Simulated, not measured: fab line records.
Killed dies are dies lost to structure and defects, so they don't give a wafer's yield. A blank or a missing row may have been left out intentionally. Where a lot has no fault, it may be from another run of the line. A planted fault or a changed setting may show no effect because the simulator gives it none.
Matching of chambers + flow n5 finfet + N5_BEOL_M7_CURE_75 on uv cure-01 has 3 sister chambers
The step cures SiCOH lowk, time 120 s. 6 wafers are shown with their chamber, then 7 later ones without.

## EACH WAFER AND ITS CHAMBER
| wafer  | chamber | wafer_temp_C_max | lamp power pct (%) |
|--------|---------|------------------|--------------------|
| L077.2 | 2       | 372.2            | 52.38              |
| L077.3 | 2       | 372.4            | 52.40              |
| L090.2 | 0       | 372.2            | 52.30              |
| L090.3 | 0       | 372.1            | 52.35              |
| L092.1 | 1       | 371.4            | 52.26              |
| L092.4 | 1       | 370.6            | 52.34              |

## WAFERS WITHOUT THEIR CHAMBER
| wafer  | wafer_temp_C_max | lamp power pct (%) |
|--------|------------------|--------------------|
| L092.6 | 371.2            | 52.29              |
| L095.2 | 372.0            | 52.26              |
| L095.3 | 372.3            | 52.30              |
| L095.5 | 372.2            | 52.23              |
| L094.1 | 372.3            | 52.28              |
| L094.2 | 372.2            | 52.32              |
| L094.5 | 371.7            | 52.34              |

## CHAMBER TAKEN BY EACH
| wafer  | from the rows above          | in truth |
|--------|------------------------------|----------|
| L092.6 | 1                            | 1        |
| L095.2 | can't be placed: 0 or 1 or 2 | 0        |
| L095.3 | can't be placed: 0 or 2      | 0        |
| L095.5 | can't be placed: 0 or 1 or 2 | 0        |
| L094.1 | can't be placed: 0 or 2      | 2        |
| L094.2 | can't be placed: 0 or 2      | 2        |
| L094.5 | can't be placed: 0 or 2 or 1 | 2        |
Correctly placed: 1 of 7. From these rows, 6 cannot be placed; in 6 the true chamber is one of the candidates. 0 placed wrongly.
How it was worked out, from the rows above alone: a wafer's distance from a chamber is the root of the sum, over the readings, of the square of ((its reading less the chamber's mean) divided by the reading's scatter). The wafer belongs to the nearest chamber; if the next one is less than 2 further off, it can't be placed. For every chamber, the mean is computed from those of its wafers that are shown. The scatter is the square root of a quotient: the sum, over the shown wafers, of each reading's squared deviation from its chamber's mean, divided by wafers minus chambers.
